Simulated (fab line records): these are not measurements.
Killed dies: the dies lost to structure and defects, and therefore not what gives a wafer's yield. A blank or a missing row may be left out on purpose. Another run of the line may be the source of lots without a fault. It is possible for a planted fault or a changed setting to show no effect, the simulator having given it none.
Which tool is to blame? || flow n5 finfet || 10 lots, 29 wafers sampled, at 6 steps of a route of 1938

WHAT THE GAUGES READ, wafer by wafer
The record holds no reading of a measuring or inspecting step that can be judged against a usual standard deviation.

WHICH TOOL RAN EACH LOT (tool, then ch and the chambers of the sampled wafers, then the start)
{"lot": "L299", "N5_BEOL_M12_ETCH_68": "rie diel-03 ch 0,1,2, day 12 05:52", "N5_BEOL_M12_CMP_49": "cmp-02 ch 1,2, day 12 09:06", "N5_BEOL_M13_COAT_04": "litho track-02 ch 0, day 12 09:46", "N5_BEOL_M13_DESCUM_15": "rie diel-02 ch 0,1, day 12 10:15", "N5_BEOL_M13_STRIP_63": "plasma asher-01 ch 0,1, day 12 10:35", "N5_PASSIVATION_PROBE_49": "prober-02, day 14 01:31"}
{"lot": "L300", "N5_BEOL_M12_ETCH_68": "rie diel-03 ch 2,3, day 12 11:52", "N5_BEOL_M12_CMP_49": "cmp-01 ch 0,1,3, day 12 16:07", "N5_BEOL_M13_COAT_04": "litho track-02 ch 0, day 12 16:40", "N5_BEOL_M13_DESCUM_15": "rie diel-01 ch 0,1,2, day 12 17:26", "N5_BEOL_M13_STRIP_63": "plasma asher-01 ch 0,1, day 12 17:45", "N5_PASSIVATION_PROBE_49": "prober-01, day 14 05:41"}
{"lot": "L301", "N5_BEOL_M12_ETCH_68": "rie diel-05 ch 0,2, day 12 12:08", "N5_BEOL_M12_CMP_49": "cmp-02 ch 0,1, day 12 16:10", "N5_BEOL_M13_COAT_04": "litho track-05 ch 0, day 12 16:50", "N5_BEOL_M13_DESCUM_15": "rie diel-02 ch 1,2, day 12 17:26", "N5_BEOL_M13_STRIP_63": "plasma asher-02 ch 0,1, day 12 17:45", "N5_PASSIVATION_PROBE_49": "prober-02, day 14 07:17"}
{"lot": "L305", "N5_BEOL_M12_ETCH_68": "rie diel-03 ch 0,1,3, day 13 20:46", "N5_BEOL_M12_CMP_49": "cmp-02 ch 0,2,3, day 14 00:35", "N5_BEOL_M13_COAT_04": "litho track-02 ch 0, day 14 01:16", "N5_BEOL_M13_DESCUM_15": "rie diel-01 ch 0,2, day 14 01:37", "N5_BEOL_M13_STRIP_63": "plasma asher-01 ch 0,1, day 14 01:56", "N5_PASSIVATION_PROBE_49": "prober-01, day 15 11:16"}
{"lot": "L307", "N5_BEOL_M12_ETCH_68": "rie diel-04 ch 0,1,2, day 14 03:20", "N5_BEOL_M12_CMP_49": "cmp-04 ch 0,1,3, day 14 08:09", "N5_BEOL_M13_COAT_04": "litho track-02 ch 0, day 14 08:49", "N5_BEOL_M13_DESCUM_15": "rie diel-01 ch 0,3, day 14 09:18", "N5_BEOL_M13_STRIP_63": "plasma asher-01 ch 0,1, day 14 09:37", "N5_PASSIVATION_PROBE_49": "prober-02, day 15 21:11"}
{"lot": "L312", "N5_BEOL_M12_ETCH_68": "rie diel-04 ch 1,2, day 15 13:32", "N5_BEOL_M12_CMP_49": "cmp-02 ch 0,2, day 15 16:02", "N5_BEOL_M13_COAT_04": "litho track-01 ch 0, day 15 16:43", "N5_BEOL_M13_DESCUM_15": "rie diel-01 ch 2,3, day 15 17:11", "N5_BEOL_M13_STRIP_63": "plasma asher-01 ch 0,1, day 15 17:31", "N5_PASSIVATION_PROBE_49": "prober-02, day 17 01:08"}
{"lot": "L313", "N5_BEOL_M12_ETCH_68": "rie diel-03 ch 0,2,3, day 16 13:28", "N5_BEOL_M12_CMP_49": "cmp-02 ch 0,1,2, day 16 18:32", "N5_BEOL_M13_COAT_04": "litho track-05 ch 0, day 16 19:13", "N5_BEOL_M13_DESCUM_15": "rie diel-01 ch 0,1,3, day 16 19:34", "N5_BEOL_M13_STRIP_63": "plasma asher-02 ch 0,1, day 16 19:53", "N5_PASSIVATION_PROBE_49": "prober-02, day 18 08:06"}
{"lot": "L315", "N5_BEOL_M12_ETCH_68": "rie diel-03 ch 0,3, day 16 17:17", "N5_BEOL_M12_CMP_49": "cmp-02 ch 0,1,3, day 16 21:54", "N5_BEOL_M13_COAT_04": "litho track-02 ch 0, day 16 22:32", "N5_BEOL_M13_DESCUM_15": "rie diel-06 ch 2,3, day 16 22:53", "N5_BEOL_M13_STRIP_63": "plasma asher-02 ch 0,1, day 16 23:13", "N5_PASSIVATION_PROBE_49": "prober-02, day 18 09:26"}
{"lot": "L317", "N5_BEOL_M12_ETCH_68": "rie diel-04 ch 0,1,2, day 17 13:00", "N5_BEOL_M12_CMP_49": "cmp-01 ch 0,1, day 17 15:43", "N5_BEOL_M13_COAT_04": "litho track-01 ch 0, day 17 16:28", "N5_BEOL_M13_DESCUM_15": "rie diel-01 ch 0,1,3, day 17 16:57", "N5_BEOL_M13_STRIP_63": "plasma asher-01 ch 0,1, day 17 17:16", "N5_PASSIVATION_PROBE_49": "prober-02, day 19 07:19"}
{"lot": "L319", "N5_BEOL_M12_ETCH_68": "rie diel-03 ch 0,1,3, day 18 06:22", "N5_BEOL_M12_CMP_49": "cmp-02 ch 1,2, day 18 08:16", "N5_BEOL_M13_COAT_04": "litho track-05 ch 0, day 18 08:56", "N5_BEOL_M13_DESCUM_15": "rie diel-01 ch 1,2,3, day 18 09:17", "N5_BEOL_M13_STRIP_63": "plasma asher-01 ch 0,1, day 18 09:37", "N5_PASSIVATION_PROBE_49": "prober-01, day 19 18:56"}
- N5_BEOL_M12_ETCH_68: etches SOC in N2/H2, time 285 s.
- N5_BEOL_M12_CMP_49: polishes, stops on SiOC, t overpolish 20.6 s, target thk 320 nm.
- N5_BEOL_M13_COAT_04: resist thk 400 nm.
- N5_BEOL_M13_DESCUM_15: chemistry O2, time 7.9 s.
- N5_BEOL_M13_STRIP_63: strips in N2/H2.
- N5_PASSIVATION_PROBE_49

WHAT THE TOOLS THEMSELVES READ (means of the sampled wafers that have a number; where no wafer has one, the mark that the record gives instead)
N5_BEOL_M12_ETCH_68. Usual: drypump motor current A 5.5 A, standard deviation 0.6; oes product au 0.81 a.u., standard deviation 0.067; rf vpp V 524.3 V, standard deviation 2.6; showerhead plenum p Torr 2.56 Torr, standard deviation 0.086; throttle valve pct 17.77 %, standard deviation 0.28.
{"lot": "L299", "tool": "rie diel-03", "drypump motor current A (A)": 5.2, "oes product au (a.u.)": 0.84, "rf vpp V (V)": 524.5, "showerhead plenum p Torr (Torr)": 2.55, "throttle valve pct (%)": 17.95, "flag": ""}
{"lot": "L300", "tool": "rie diel-03", "drypump motor current A (A)": 5.1, "oes product au (a.u.)": 0.82, "rf vpp V (V)": 521.9, "showerhead plenum p Torr (Torr)": 2.47, "throttle valve pct (%)": 17.83, "flag": ""}
{"lot": "L301", "tool": "rie diel-05", "drypump motor current A (A)": 5.8, "oes product au (a.u.)": 0.81, "rf vpp V (V)": 525.4, "showerhead plenum p Torr (Torr)": 2.58, "throttle valve pct (%)": 17.66, "flag": ""}
{"lot": "L305", "tool": "rie diel-03", "drypump motor current A (A)": 5.2, "oes product au (a.u.)": 0.82, "rf vpp V (V)": 524.0, "showerhead plenum p Torr (Torr)": 2.54, "throttle valve pct (%)": 17.80, "flag": ""}
{"lot": "L307", "tool": "rie diel-04", "drypump motor current A (A)": 5.8, "oes product au (a.u.)": 0.81, "rf vpp V (V)": 525.2, "showerhead plenum p Torr (Torr)": 2.59, "throttle valve pct (%)": 17.65, "flag": ""}
{"lot": "L312", "tool": "rie diel-04", "drypump motor current A (A)": 5.8, "oes product au (a.u.)": 0.85, "rf vpp V (V)": 525.9, "showerhead plenum p Torr (Torr)": 2.61, "throttle valve pct (%)": 17.40, "flag": ""}
{"lot": "L313", "tool": "rie diel-03", "drypump motor current A (A)": 5.3, "oes product au (a.u.)": 0.80, "rf vpp V (V)": 523.4, "showerhead plenum p Torr (Torr)": 2.54, "throttle valve pct (%)": 17.80, "flag": ""}
{"lot": "L315", "tool": "rie diel-03", "drypump motor current A (A)": 5.5, "oes product au (a.u.)": 0.82, "rf vpp V (V)": 525.5, "showerhead plenum p Torr (Torr)": 2.61, "throttle valve pct (%)": 17.71, "flag": ""}
{"lot": "L317", "tool": "rie diel-04", "drypump motor current A (A)": 5.8, "oes product au (a.u.)": 0.88, "rf vpp V (V)": 525.5, "showerhead plenum p Torr (Torr)": 2.58, "throttle valve pct (%)": 17.54, "flag": ""}
{"lot": "L319", "tool": "rie diel-03", "drypump motor current A (A)": 5.2, "oes product au (a.u.)": 0.79, "rf vpp V (V)": 523.4, "showerhead plenum p Torr (Torr)": 2.52, "throttle valve pct (%)": 17.88, "flag": ""}

N5_BEOL_M12_CMP_49. Usual: barrier field endpoint s 30.7 s, standard deviation 0.73; motor current A 6.1 A, standard deviation 0.5; overpolish run s 20.599 s, standard deviation 0.009; slurry filter dp kPa 13.50 kPa, standard deviation 0.14.
{"lot": "L299", "tool": "cmp-02", "barrier field endpoint s (s)": 29.9, "motor current A (A)": 6.3, "overpolish run s (s)": 20.600, "slurry filter dp kPa (kPa)": 13.55, "flag": ""}
{"lot": "L300", "tool": "cmp-01", "barrier field endpoint s (s)": 29.7, "motor current A (A)": 6.0, "overpolish run s (s)": 20.599, "slurry filter dp kPa (kPa)": 13.49, "flag": ""}
{"lot": "L301", "tool": "cmp-02", "barrier field endpoint s (s)": 30.6, "motor current A (A)": 6.1, "overpolish run s (s)": 20.602, "slurry filter dp kPa (kPa)": 13.63, "flag": ""}
{"lot": "L305", "tool": "cmp-02", "barrier field endpoint s (s)": 30.5, "motor current A (A)": 6.4, "overpolish run s (s)": 20.601, "slurry filter dp kPa (kPa)": 13.49, "flag": ""}
{"lot": "L307", "tool": "cmp-04", "barrier field endpoint s (s)": 30.5, "motor current A (A)": 5.7, "overpolish run s (s)": 20.600, "slurry filter dp kPa (kPa)": 13.51, "flag": ""}
{"lot": "L312", "tool": "cmp-02", "barrier field endpoint s (s)": 31.6, "motor current A (A)": 6.5, "overpolish run s (s)": 20.599, "slurry filter dp kPa (kPa)": 13.62, "flag": ""}
{"lot": "L313", "tool": "cmp-02", "barrier field endpoint s (s)": 30.8, "motor current A (A)": 6.2, "overpolish run s (s)": 20.590, "slurry filter dp kPa (kPa)": 13.37, "flag": ""}
{"lot": "L315", "tool": "cmp-02", "barrier field endpoint s (s)": 31.2, "motor current A (A)": 5.9, "overpolish run s (s)": 20.601, "slurry filter dp kPa (kPa)": 13.37, "flag": ""}
{"lot": "L317", "tool": "cmp-01", "barrier field endpoint s (s)": 29.9, "motor current A (A)": 5.8, "overpolish run s (s)": 20.601, "slurry filter dp kPa (kPa)": 13.43, "flag": ""}
{"lot": "L319", "tool": "cmp-02", "barrier field endpoint s (s)": 31.3, "motor current A (A)": 6.4, "overpolish run s (s)": 20.593, "slurry filter dp kPa (kPa)": 13.49, "flag": ""}

N5_BEOL_M13_COAT_04. Usual: 1625.3 rpm for spin speed rpm, sd 1.
{"lot": "L299", "tool": "litho track-02", "spin speed rpm (rpm)": 1625.8, "flag": ""}
{"lot": "L300", "tool": "litho track-02", "spin speed rpm (rpm)": 1625.1, "flag": ""}
{"lot": "L301", "tool": "litho track-05", "spin speed rpm (rpm)": 1624.1, "flag": ""}
{"lot": "L305", "tool": "litho track-02", "spin speed rpm (rpm)": 1363.5, "flag": "OFF"}
{"lot": "L307", "tool": "litho track-02", "spin speed rpm (rpm)": 1363.2, "flag": "OFF"}
{"lot": "L312", "tool": "litho track-01", "spin speed rpm (rpm)": 1625.5, "flag": ""}
{"lot": "L313", "tool": "litho track-05", "spin speed rpm (rpm)": 1624.8, "flag": ""}
{"lot": "L315", "tool": "litho track-02", "spin speed rpm (rpm)": 1625.5, "flag": ""}
{"lot": "L317", "tool": "litho track-01", "spin speed rpm (rpm)": 1626.0, "flag": ""}
{"lot": "L319", "tool": "litho track-05", "spin speed rpm (rpm)": 1625.4, "flag": ""}

N5_BEOL_M13_DESCUM_15. Usual: drypump motor current A 6.0 A, standard deviation 0.44; oes product au 0.81 a.u., standard deviation 0.1; rf vpp V 242.8 V, standard deviation 1.6; showerhead plenum p Torr 2.07 Torr, standard deviation 0.096; throttle valve pct 20.47 %, standard deviation 0.27.
{"lot": "L299", "tool": "rie diel-02", "drypump motor current A (A)": 6.4, "oes product au (a.u.)": 0.84, "rf vpp V (V)": 244.8, "showerhead plenum p Torr (Torr)": 2.22, "throttle valve pct (%)": 20.26, "flag": ""}
{"lot": "L300", "tool": "rie diel-01", "drypump motor current A (A)": 5.6, "oes product au (a.u.)": 0.72, "rf vpp V (V)": 242.0, "showerhead plenum p Torr (Torr)": 2.08, "throttle valve pct (%)": 20.81, "flag": ""}
{"lot": "L301", "tool": "rie diel-02", "drypump motor current A (A)": 6.1, "oes product au (a.u.)": 0.74, "rf vpp V (V)": 243.9, "showerhead plenum p Torr (Torr)": 2.06, "throttle valve pct (%)": 20.55, "flag": ""}
{"lot": "L305", "tool": "rie diel-01", "drypump motor current A (A)": 5.7, "oes product au (a.u.)": 0.72, "rf vpp V (V)": 243.5, "showerhead plenum p Torr (Torr)": 2.08, "throttle valve pct (%)": 20.78, "flag": ""}
{"lot": "L307", "tool": "rie diel-01", "drypump motor current A (A)": 6.2, "oes product au (a.u.)": 0.89, "rf vpp V (V)": 242.8, "showerhead plenum p Torr (Torr)": 2.06, "throttle valve pct (%)": 20.34, "flag": ""}
{"lot": "L312", "tool": "rie diel-01", "drypump motor current A (A)": 5.7, "oes product au (a.u.)": 0.81, "rf vpp V (V)": 243.5, "showerhead plenum p Torr (Torr)": 2.09, "throttle valve pct (%)": 20.42, "flag": ""}
{"lot": "L313", "tool": "rie diel-01", "drypump motor current A (A)": 5.9, "oes product au (a.u.)": 0.93, "rf vpp V (V)": 242.1, "showerhead plenum p Torr (Torr)": 2.05, "throttle valve pct (%)": 20.39, "flag": ""}
{"lot": "L315", "tool": "rie diel-06", "drypump motor current A (A)": 6.0, "oes product au (a.u.)": 0.77, "rf vpp V (V)": 243.8, "showerhead plenum p Torr (Torr)": 2.17, "throttle valve pct (%)": 20.52, "flag": ""}
{"lot": "L317", "tool": "rie diel-01", "drypump motor current A (A)": 5.9, "oes product au (a.u.)": 0.93, "rf vpp V (V)": 243.1, "showerhead plenum p Torr (Torr)": 2.05, "throttle valve pct (%)": 20.39, "flag": ""}
{"lot": "L319", "tool": "rie diel-01", "drypump motor current A (A)": 5.7, "oes product au (a.u.)": 0.85, "rf vpp V (V)": 242.7, "showerhead plenum p Torr (Torr)": 2.07, "throttle valve pct (%)": 20.47, "flag": ""}

N5_BEOL_M13_STRIP_63. Usual: drypump motor current A 6.0 A, standard deviation 0.41; heater power w 324 W, standard deviation 38; oes product au 0.675 a.u., standard deviation 0.0053; strip time to endpoint s 28.1 s, standard deviation 1.
{"lot": "L299", "tool": "plasma asher-01", "drypump motor current A (A)": 5.9, "heater power w (W)": 351, "oes product au (a.u.)": 0.676, "strip time to endpoint s (s)": 27.5, "flag": ""}
{"lot": "L300", "tool": "plasma asher-01", "drypump motor current A (A)": 6.3, "heater power w (W)": 320, "oes product au (a.u.)": 0.674, "strip time to endpoint s (s)": 27.4, "flag": ""}
{"lot": "L301", "tool": "plasma asher-02", "drypump motor current A (A)": 5.8, "heater power w (W)": 308, "oes product au (a.u.)": 0.677, "strip time to endpoint s (s)": 30.2, "flag": ""}
{"lot": "L305", "tool": "plasma asher-01", "drypump motor current A (A)": 6.3, "heater power w (W)": 315, "oes product au (a.u.)": 0.685, "strip time to endpoint s (s)": 38.9, "flag": "OFF"}
{"lot": "L307", "tool": "plasma asher-01", "drypump motor current A (A)": 5.9, "heater power w (W)": 349, "oes product au (a.u.)": 0.689, "strip time to endpoint s (s)": 39.2, "flag": "OFF"}
{"lot": "L312", "tool": "plasma asher-01", "drypump motor current A (A)": 5.9, "heater power w (W)": 350, "oes product au (a.u.)": 0.672, "strip time to endpoint s (s)": 27.5, "flag": ""}
{"lot": "L313", "tool": "plasma asher-02", "drypump motor current A (A)": 5.9, "heater power w (W)": 299, "oes product au (a.u.)": 0.672, "strip time to endpoint s (s)": 27.5, "flag": ""}
{"lot": "L315", "tool": "plasma asher-02", "drypump motor current A (A)": 5.7, "heater power w (W)": 312, "oes product au (a.u.)": 0.677, "strip time to endpoint s (s)": 28.5, "flag": ""}
{"lot": "L317", "tool": "plasma asher-01", "drypump motor current A (A)": 6.3, "heater power w (W)": 324, "oes product au (a.u.)": 0.675, "strip time to endpoint s (s)": 28.5, "flag": ""}
{"lot": "L319", "tool": "plasma asher-01", "drypump motor current A (A)": 6.3, "heater power w (W)": 321, "oes product au (a.u.)": 0.671, "strip time to endpoint s (s)": 27.4, "flag": ""}

N5_PASSIVATION_PROBE_49. Usual: defect limited yield 91.3 %, standard deviation 1.3; killed_at_M0_to_M3 34, standard deviation 9.1; killed_at_M4_up 14, standard deviation 5.6; killed at contacts 13, standard deviation 5.9; killed at front end 39, standard deviation 11; killed at other 3.6, standard deviation 3; killed dies 102, standard deviation 16; killed on rim 13, standard deviation 4; killed open 68, standard deviation 12; killed short 33, standard deviation 7.3; sort_bin_5_function 5.2 %, standard deviation 0.89; sort_bin_6_memory 3.2 %, standard deviation 0.68; sort_bin_8_speed 0.00 %, standard deviation 0.027; sort n pass 1078, standard deviation 16.
{"lot": "L299", "tool": "prober-02", "defect limited yield (%)": 90.7, "killed_at_M0_to_M3": 35, "killed_at_M4_up": 12, "killed at contacts": 9, "killed at front end": 49, "killed at other": 5.3, "killed dies": 110, "killed on rim": 17, "killed open": 72, "killed short": 36, "sort_bin_5_function (%)": 5.5, "sort_bin_6_memory (%)": 3.6, "sort_bin_8_speed (%)": 0.00, "sort n pass": 1070, "flag": ""}
{"lot": "L300", "tool": "prober-01", "defect limited yield (%)": 91.3, "killed_at_M0_to_M3": 27, "killed_at_M4_up": 15, "killed at contacts": 17, "killed at front end": 42, "killed at other": 1.0, "killed dies": 102, "killed on rim": 13, "killed open": 69, "killed short": 33, "sort_bin_5_function (%)": 5.0, "sort_bin_6_memory (%)": 3.2, "sort_bin_8_speed (%)": 0.00, "sort n pass": 1078, "flag": ""}
{"lot": "L301", "tool": "prober-02", "defect limited yield (%)": 90.9, "killed_at_M0_to_M3": 34, "killed_at_M4_up": 12, "killed at contacts": 4, "killed at front end": 53, "killed at other": 4.0, "killed dies": 108, "killed on rim": 15, "killed open": 64, "killed short": 42, "sort_bin_5_function (%)": 5.4, "sort_bin_6_memory (%)": 3.0, "sort_bin_8_speed (%)": 0.00, "sort n pass": 1072, "flag": ""}
{"lot": "L305", "tool": "prober-01", "defect limited yield (%)": 90.5, "killed_at_M0_to_M3": 49, "killed_at_M4_up": 13, "killed at contacts": 8, "killed at front end": 37, "killed at other": 6.0, "killed dies": 113, "killed on rim": 16, "killed open": 75, "killed short": 37, "sort_bin_5_function (%)": 5.8, "sort_bin_6_memory (%)": 3.7, "sort_bin_8_speed (%)": 0.00, "sort n pass": 1067, "flag": ""}
{"lot": "L307", "tool": "prober-02", "defect limited yield (%)": 91.7, "killed_at_M0_to_M3": 31, "killed_at_M4_up": 14, "killed at contacts": 11, "killed at front end": 39, "killed at other": 2.7, "killed dies": 98, "killed on rim": 12, "killed open": 70, "killed short": 25, "sort_bin_5_function (%)": 5.4, "sort_bin_6_memory (%)": 2.5, "sort_bin_8_speed (%)": 0.06, "sort n pass": 1082, "flag": ""}
{"lot": "L312", "tool": "prober-02", "defect limited yield (%)": 91.7, "killed_at_M0_to_M3": 28, "killed_at_M4_up": 7, "killed at contacts": 15, "killed at front end": 46, "killed at other": 2.7, "killed dies": 98, "killed on rim": 14, "killed open": 68, "killed short": 28, "sort_bin_5_function (%)": 5.0, "sort_bin_6_memory (%)": 3.1, "sort_bin_8_speed (%)": 0.00, "sort n pass": 1082, "flag": ""}
{"lot": "L313", "tool": "prober-02", "defect limited yield (%)": 91.9, "killed_at_M0_to_M3": 31, "killed_at_M4_up": 13, "killed at contacts": 9, "killed at front end": 41, "killed at other": 1.0, "killed dies": 95, "killed on rim": 12, "killed open": 60, "killed short": 34, "sort_bin_5_function (%)": 5.0, "sort_bin_6_memory (%)": 2.7, "sort_bin_8_speed (%)": 0.00, "sort n pass": 1085, "flag": ""}
{"lot": "L315", "tool": "prober-02", "defect limited yield (%)": 91.8, "killed_at_M0_to_M3": 36, "killed_at_M4_up": 16, "killed at contacts": 10, "killed at front end": 34, "killed at other": 1.3, "killed dies": 97, "killed on rim": 14, "killed open": 59, "killed short": 37, "sort_bin_5_function (%)": 5.3, "sort_bin_6_memory (%)": 2.6, "sort_bin_8_speed (%)": 0.00, "sort n pass": 1083, "flag": ""}
{"lot": "L317", "tool": "prober-02", "defect limited yield (%)": 92.1, "killed_at_M0_to_M3": 33, "killed_at_M4_up": 8, "killed at contacts": 19, "killed at front end": 29, "killed at other": 4.3, "killed dies": 94, "killed on rim": 13, "killed open": 67, "killed short": 26, "sort_bin_5_function (%)": 4.6, "sort_bin_6_memory (%)": 3.1, "sort_bin_8_speed (%)": 0.00, "sort n pass": 1086, "flag": ""}
{"lot": "L319", "tool": "prober-01", "defect limited yield (%)": 90.7, "killed_at_M0_to_M3": 33, "killed_at_M4_up": 15, "killed at contacts": 12, "killed at front end": 43, "killed at other": 6.3, "killed dies": 110, "killed on rim": 16, "killed open": 71, "killed short": 37, "sort_bin_5_function (%)": 5.4, "sort_bin_6_memory (%)": 3.5, "sort_bin_8_speed (%)": 0.00, "sort n pass": 1070, "flag": ""}

THE ANSWER, worked out from the rows above alone
Rule: take the mean of a lot's wafers that have a number; if it is more than 3 standard deviations from the usual mean, the lot is off. Also off: a lot with no number at a reading for which 4 or more lots have one. Where the step has rows for the other lots, those lots are counted as sound. First the gauges in route order, then the tools' own readings, where a lot's mean is used as printed above. The first step at which some lot is off is used, and at that step the reading that is off furthest; a lot without a number counts as furthest.
Off: L305, L307 (N5_BEOL_M13_COAT_04, spin speed rpm).
A tool fits if, at that step or a process step before it, it ran every lot that is off, and no sound lot after the first of them. No candidate that was tried fits.

WHAT THE SIMULATOR HAD INSERTED
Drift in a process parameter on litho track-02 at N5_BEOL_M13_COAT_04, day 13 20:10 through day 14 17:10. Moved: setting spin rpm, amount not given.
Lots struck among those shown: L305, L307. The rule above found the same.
